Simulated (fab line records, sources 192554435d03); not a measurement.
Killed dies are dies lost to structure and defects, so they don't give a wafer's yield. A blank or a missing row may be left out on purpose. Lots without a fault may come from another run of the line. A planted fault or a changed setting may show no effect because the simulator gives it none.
Which tool did it? | flow n5_finfet | 11 lots, 31 wafers sampled, at 5 steps of a route of 1938

WHAT THE GAUGES READ, wafer by wafer
N5_PMOS_HMC_CHANNEL_EPI_CD_MEAS_09: target cd 237.4 nm. Usual: cd_nm 238.3 nm, standard deviation 1.
lot  | measured    | on        | cd_nm (nm)        | flag
L994 | day 2 00:02 | cd_sem-02 | 239.9 238.6 238.8 |
L995 | day 2 05:01 | cd_sem-03 | 238.8 237.9 238.0 |
L996 | day 2 11:45 | cd_sem-03 | 238.6 239.4 239.6 |
L997 | day 2 17:16 | cd_sem-01 | 237.9 238.5       |
L102 | day 4 01:38 | cd_sem-01 | 239.9 238.0 237.8 |
L103 | day 4 05:20 | cd_sem-03 | 238.6 237.7 237.9 |
L104 | day 4 11:26 | cd_sem-01 | 237.9 237.2 239.3 |
L105 | day 4 17:02 | cd_sem-03 | 239.3 238.6       |
L106 | day 4 23:13 | cd_sem-03 | 237.1 237.8 237.9 |
L107 | day 5 05:52 | cd_sem-03 | 240.1 237.7 238.3 |
L116 | day 7 11:25 | cd_sem-02 | 395.7 273.2 355.3 | OFF

N5_FIN_SAQP_THK_MEAS_07. Usual: thk_nm 60.0 nm, standard deviation 0.94.
lot  | measured    | on            | thk_nm (nm)    | flag
L994 | day 2 04:17 | film_metro-02 | 60.9 60.0 60.7 |
L995 | day 2 08:52 | film_metro-01 | 58.3 59.0 60.4 |
L996 | day 2 15:35 | film_metro-01 | 60.4 60.7 61.7 |
L997 | day 2 21:25 | film_metro-01 | 60.0 60.9      |
L102 | day 4 05:24 | film_metro-01 | 60.7 60.0 61.1 |
L103 | day 4 09:40 | film_metro-02 | 60.3 60.4 60.5 |
L104 | day 4 16:40 | film_metro-01 | 59.2 61.0 60.2 |
L105 | day 4 21:19 | film_metro-01 | 60.5 61.0      |
L106 | day 5 04:31 | film_metro-02 | 60.0 61.6 60.3 |
L107 | day 5 10:06 | film_metro-01 | 57.9 60.6 60.6 |
L116 | day 7 15:58 | film_metro-02 | 59.7           |

WHICH TOOL RAN EACH LOT (tool, then ch and the chambers of the sampled wafers, then the start)
lot  | N5_PMOS_HMC_CHANNEL_EPI_HM_DEP_34 | N5_PMOS_HMC_CHANNEL_EPI_EXPOSE_06 | N5_FIN_SAQP_PECVD_06
L994 | pecvd-02 ch 0,1, day 1 23:46      | arfi_scanner-02 ch 0, day 1 23:55 | pecvd-03 ch 0,1, day 2 04:11
L995 | pecvd-01 ch 0,2, day 2 04:37      | arfi_scanner-03 ch 0, day 2 04:53 | pecvd-03 ch 0,1, day 2 08:44
L996 | pecvd-04 ch 0,1,2, day 2 11:21    | arfi_scanner-02 ch 0, day 2 11:38 | pecvd-04 ch 0,2, day 2 15:30
L997 | pecvd-02 ch 1,2, day 2 16:51      | arfi_scanner-03 ch 0, day 2 17:08 | pecvd-01 ch 2, day 2 21:20
L102 | pecvd-02 ch 1,2, day 4 01:21      | arfi_scanner-03 ch 0, day 4 01:31 | pecvd-01 ch 0,1, day 4 05:19
L103 | pecvd-02 ch 0,1,2, day 4 05:04    | arfi_scanner-03 ch 0, day 4 05:13 | pecvd-01 ch 0,1,2, day 4 09:36
L104 | pecvd-04 ch 0,1,2, day 4 11:02    | arfi_scanner-01 ch 0, day 4 11:19 | pecvd-01 ch 0,1,2, day 4 16:34
L105 | pecvd-02 ch 1, day 4 16:44        | arfi_scanner-01 ch 0, day 4 16:55 | pecvd-01 ch 0,1, day 4 21:13
L106 | pecvd-04 ch 0,2, day 4 22:49      | arfi_scanner-03 ch 0, day 4 23:07 | pecvd-01 ch 1,2, day 5 04:26
L107 | pecvd-01 ch 1,2, day 5 05:28      | arfi_scanner-01 ch 0, day 5 05:44 | pecvd-03 ch 0,1,2, day 5 10:01
L116 | pecvd-02 ch 0,1, day 7 11:08      | arfi_scanner-01 ch 0, day 7 11:18 | pecvd-04 ch 2, day 7 15:52
- N5_PMOS_HMC_CHANNEL_EPI_HM_DEP_34: deposits SiO2 from TEOS/O2, target thk 36 nm, time 6.9 s.
- N5_PMOS_HMC_CHANNEL_EPI_EXPOSE_06: exposes mask PMOS HMC BLK, target cd 240 nm.
- N5_FIN_SAQP_PECVD_06: deposits a-Si from SiH4/He, target thk 60 nm, time 48.1 s.

WHAT THE TOOLS THEMSELVES READ (means of the sampled wafers that have a number; where no wafer has one, the mark that the record gives instead)
N5_PMOS_HMC_CHANNEL_EPI_HM_DEP_34. Usual: heater_power_w 483 W, standard deviation 69; rf_fwd_power_W 885 W, standard deviation 4.8; showerhead_plenum_p_Torr 8.323 Torr, standard deviation 0.028; susceptor_temp_C 399.97 C, standard deviation 0.23; throttle_valve_pct 19.2 %, standard deviation 1.2.
lot  | tool     | heater_power_w (W) | rf_fwd_power_W (W) | showerhead_plenum_p_Torr (Torr) | susceptor_temp_C (C) | throttle_valve_pct (%) | flag
L994 | pecvd-02 | 413                | 884                | 8.313                           | 399.86               | 20.4                   |
L995 | pecvd-01 | 479                | 878                | 8.322                           | 400.10               | 17.8                   |
L996 | pecvd-04 | 528                | 888                | 8.289                           | 399.93               | 19.1                   |
L997 | pecvd-02 | 424                | 883                | 8.332                           | 399.88               | 19.1                   |
L102 | pecvd-02 | 491                | 883                | 8.332                           | 400.04               | 18.9                   |
L103 | pecvd-02 | 479                | 884                | 8.329                           | 399.91               | 19.5                   |
L104 | pecvd-04 | 522                | 890                | 8.306                           | 400.06               | 19.0                   |
L105 | pecvd-02 | 386                | 886                | 8.320                           | 400.03               | 20.5                   |
L106 | pecvd-04 | 493                | 893                | 8.280                           | 400.08               | 18.5                   |
L107 | pecvd-01 | 460                | 884                | 8.350                           | 399.94               | 19.9                   |
L116 | pecvd-02 | 501                | 886                | 8.315                           | 399.69               | 20.3                   |

N5_PMOS_HMC_CHANNEL_EPI_EXPOSE_06. Usual: exposure_dose_mJ_cm2 40.97, standard deviation 0.044; stage_vel_mm_s 499.98 mm/s, standard deviation 0.23.
lot  | tool            | exposure_dose_mJ_cm2 | stage_vel_mm_s (mm/s) | flag
L994 | arfi_scanner-02 | 41.02                | 500.10                |
L995 | arfi_scanner-03 | 41.03                | 499.84                |
L996 | arfi_scanner-02 | 40.95                | 500.18                |
L997 | arfi_scanner-03 | 40.95                | 500.06                |
L102 | arfi_scanner-03 | 41.01                | 500.03                |
L103 | arfi_scanner-03 | 40.95                | 499.98                |
L104 | arfi_scanner-01 | 40.98                | 499.77                |
L105 | arfi_scanner-01 | 40.97                | 499.86                |
L106 | arfi_scanner-03 | 40.95                | 499.98                |
L107 | arfi_scanner-01 | 41.00                | 500.10                |
L116 | arfi_scanner-01 | 36.89                | 500.06                | OFF

N5_FIN_SAQP_PECVD_06. Usual: heater_power_w 772 W, standard deviation 76; rf_fwd_power_W 99.2 W, standard deviation 0.44; showerhead_plenum_p_Torr 5.63 Torr, standard deviation 0.045; susceptor_temp_C 399.98 C, standard deviation 0.24; throttle_valve_pct 18.5 %, standard deviation 1.1.
lot  | tool     | heater_power_w (W) | rf_fwd_power_W (W) | showerhead_plenum_p_Torr (Torr) | susceptor_temp_C (C) | throttle_valve_pct (%) | flag
L994 | pecvd-03 | 789                | 99.2               | 5.68                            | 399.94               | 19.1                   |
L995 | pecvd-03 | 834                | 99.3               | 5.66                            | 400.03               | 19.0                   |
L996 | pecvd-04 | 819                | 99.9               | 5.56                            | 400.06               | 18.0                   |
L997 | pecvd-01 | 695                | 98.3               | 5.61                            | 399.60               | 17.1                   |
L102 | pecvd-01 | 818                | 99.0               | 5.66                            | 400.08               | 18.6                   |
L103 | pecvd-01 | 776                | 99.1               | 5.64                            | 400.16               | 18.5                   |
L104 | pecvd-01 | 725                | 98.5               | 5.65                            | 400.13               | 18.6                   |
L105 | pecvd-01 | 766                | 99.1               | 5.67                            | 400.11               | 19.1                   |
L106 | pecvd-01 | 662                | 98.7               | 5.64                            | 399.96               | 18.3                   |
L107 | pecvd-03 | 786                | 99.1               | 5.69                            | 400.01               | 18.2                   |
L116 | pecvd-04 | 840                | 99.2               | 5.58                            | 399.93               | 18.0                   |

THE ANSWER, worked out from the rows above alone
Rule: a lot is off if the mean of its wafers that have a number lies more than 3 standard deviations from the usual mean. A lot without any number at a reading at which 4 lots or more have one is off too. The other lots that the step has rows for count as sound. The gauges are gone through in route order, then the tools' own readings, and for those a lot's mean is taken as printed above. The first step at which some lot is off is used, and at that step the reading that is off furthest; a lot without a number counts as furthest.
Off: L116, at N5_PMOS_HMC_CHANNEL_EPI_CD_MEAS_09 (cd_nm).
A tool fits if, at a process step before that reading, it ran every lot that is off, and no sound lot after the first of them. The gauges at N5_PMOS_HMC_CHANNEL_EPI_CD_MEAS_09 aren't tried: what is off there is off at N5_PMOS_HMC_CHANNEL_EPI_EXPOSE_06 too, on other tools, and a gauge's error can't cause that. Can't be told from this: 2 tools fit, pecvd-02 at N5_PMOS_HMC_CHANNEL_EPI_HM_DEP_34, arfi_scanner-01 at N5_PMOS_HMC_CHANNEL_EPI_EXPOSE_06.

WHAT THE SIMULATOR HAD PUT IN
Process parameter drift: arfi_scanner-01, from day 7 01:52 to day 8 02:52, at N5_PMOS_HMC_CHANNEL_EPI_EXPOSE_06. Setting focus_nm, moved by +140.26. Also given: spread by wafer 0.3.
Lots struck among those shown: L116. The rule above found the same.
